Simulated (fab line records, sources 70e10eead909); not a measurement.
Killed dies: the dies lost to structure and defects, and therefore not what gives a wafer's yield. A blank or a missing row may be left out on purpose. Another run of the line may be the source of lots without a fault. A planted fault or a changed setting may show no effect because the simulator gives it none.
Tool commonality check -- flow nand harc -- Sampled: 11 lots, 33 wafers

WHY THIS WAS OPENED
Flagged at NHARC_A_CHANNEL_HOLE_D1_INSPECT_40: reading raw defect count, on 2 of 11 lots. Wafers without a fault read 56, standard deviation 16.
Rule: a lot is flagged in two cases, either no wafer of it has a number, or all its wafers with numbers fall more than 4 standard deviations from that mean. As for the other lots, they are considered sound.

lot,measured,on,"raw defect count, wafer by wafer",flag
L431,day 9 08:39,defect inspect-01,86 92 58,
L430,day 9 08:47,defect inspect-02,38 53 44,
L433,day 9 12:56,defect inspect-02,36 37 35,
L434,day 10 05:24,defect inspect-01,381 423 393,FLAGGED
L438,day 10 21:14,defect inspect-02,382 349 415,FLAGGED
L440,day 12 04:24,defect inspect-01,73 68 62,
L446,day 12 12:52,defect inspect-02,73 68 45,
L448,day 12 23:24,defect inspect-02,72 61 67,
L449,day 13 07:25,defect inspect-02,75 57 95,
L451,day 13 22:31,defect inspect-01,79 48 66,
L452,day 14 19:08,defect inspect-01,44 48 62,
The numbers of the flagged lots are 390 on average: +334 against the usual, or +21 standard deviations.

EACH LOT AND THE TOOL IT RAN ON
2 process steps preceding the reading are held in the record, out of 1159 steps in the route. Each cell gives the tool, then ch followed by the chambers the sampled wafers passed through, then the start.
lot,flag,NHARC_A_CHANNEL_HOLE_D1_ETCH_39,NHARC_A_CHANNEL_HOLE_D1_ETCH_21
L431,,"rie diel-10 ch 0,1,3, day 9 03:29 or earlier","har etch-01 ch 0,1, day 9 03:29"
L430,,"rie diel-06 ch 1,3, day 9 03:31 or earlier","har etch-02 ch 0,1, day 9 03:31"
L433,,"rie diel-10 ch 1,2,3, day 9 07:40 or earlier","har etch-02 ch 0,1, day 9 07:40"
L434,FLAGGED,"rie diel-10 ch 0,1,2, day 10 00:08 or earlier","har etch-02 ch 0,1, day 10 00:08"
L438,FLAGGED,"rie diel-10 ch 1,2,3, day 10 15:49 or earlier","har etch-02 ch 0, day 10 15:49"
L440,,"rie diel-10 ch 0,2, day 11 23:06 or earlier","har etch-01 ch 0,1, day 11 23:06"
L446,,"rie diel-02 ch 0,3, day 12 07:38 or earlier","har etch-01 ch 0,1, day 12 07:38"
L448,,"rie diel-10 ch 0,1,2, day 12 18:11 or earlier","har etch-01 ch 0,1, day 12 18:11"
L449,,"rie diel-10 ch 0,1,3, day 13 01:58 or earlier","har etch-01 ch 0,1, day 13 01:58"
L451,,"rie diel-02 ch 2,3, day 13 17:04 or earlier","har etch-02 ch 0,1, day 13 17:04"
L452,,"rie diel-10 ch 0,2,3, day 14 13:52 or earlier","har etch-01 ch 0,1, day 14 13:52"
What is done by these steps:
- NHARC_A_CHANNEL_HOLE_D1_ETCH_39: etches the open film in N2/H2, target depth 260 nm, time 325 s.
- NHARC_A_CHANNEL_HOLE_D1_ETCH_21: etches the open film in C4F8/O2/Ar, time 514.3 s, target depth 1600 nm.
- NHARC_A_CHANNEL_HOLE_D1_INSPECT_40

FLAGGED AGAINST TOTAL, ONE TOOL AT A TIME (gauges that did the reading follow at the end)
step,tool,lots run,flagged,share of the flagged lots,sound lots run after its first flagged lot
NHARC_A_CHANNEL_HOLE_D1_ETCH_39,rie diel-02,2,0,none,-
NHARC_A_CHANNEL_HOLE_D1_ETCH_39,rie diel-06,1,0,none,-
NHARC_A_CHANNEL_HOLE_D1_ETCH_39,rie diel-10,8,2,all,"4 (L440,L448,L449,L452)"
NHARC_A_CHANNEL_HOLE_D1_ETCH_21,har etch-01,6,0,none,-
NHARC_A_CHANNEL_HOLE_D1_ETCH_21,har etch-02,5,2,all,1 (L451)
NHARC_A_CHANNEL_HOLE_D1_INSPECT_40,defect inspect-01,5,1,some,"3 (L440,L451,L452)"
NHARC_A_CHANNEL_HOLE_D1_INSPECT_40,defect inspect-02,6,1,some,"3 (L446,L448,L449)"
NHARC_A_CHANNEL_HOLE_D1_ETCH_39: start missing for some lots; hours and lot order therefore follow NHARC_A_CHANNEL_HOLE_D1_ETCH_21.

WHAT THE TABLE PERMITS
Rows of the table that ran all the flagged lots, 2 in number: rie diel-10 at NHARC_A_CHANNEL_HOLE_D1_ETCH_39; har etch-02 at NHARC_A_CHANNEL_HOLE_D1_ETCH_21.
- rie diel-10 at NHARC_A_CHANNEL_HOLE_D1_ETCH_39 ran 8 lots, 2 of them flagged. Sound lots ran on it after the first flagged one (L440, L448, L449, L452), which a lasting fault on the whole tool wouldn't allow.
- har etch-02 at NHARC_A_CHANNEL_HOLE_D1_ETCH_21 ran 5 lots, 2 of them flagged. Sound lots ran on it after the first flagged one (L451), which a lasting fault on the whole tool wouldn't allow.
None of the table's rows ran every flagged lot and, after the first, no sound lot.

WHAT WAS PUT IN BY THE SIMULATOR
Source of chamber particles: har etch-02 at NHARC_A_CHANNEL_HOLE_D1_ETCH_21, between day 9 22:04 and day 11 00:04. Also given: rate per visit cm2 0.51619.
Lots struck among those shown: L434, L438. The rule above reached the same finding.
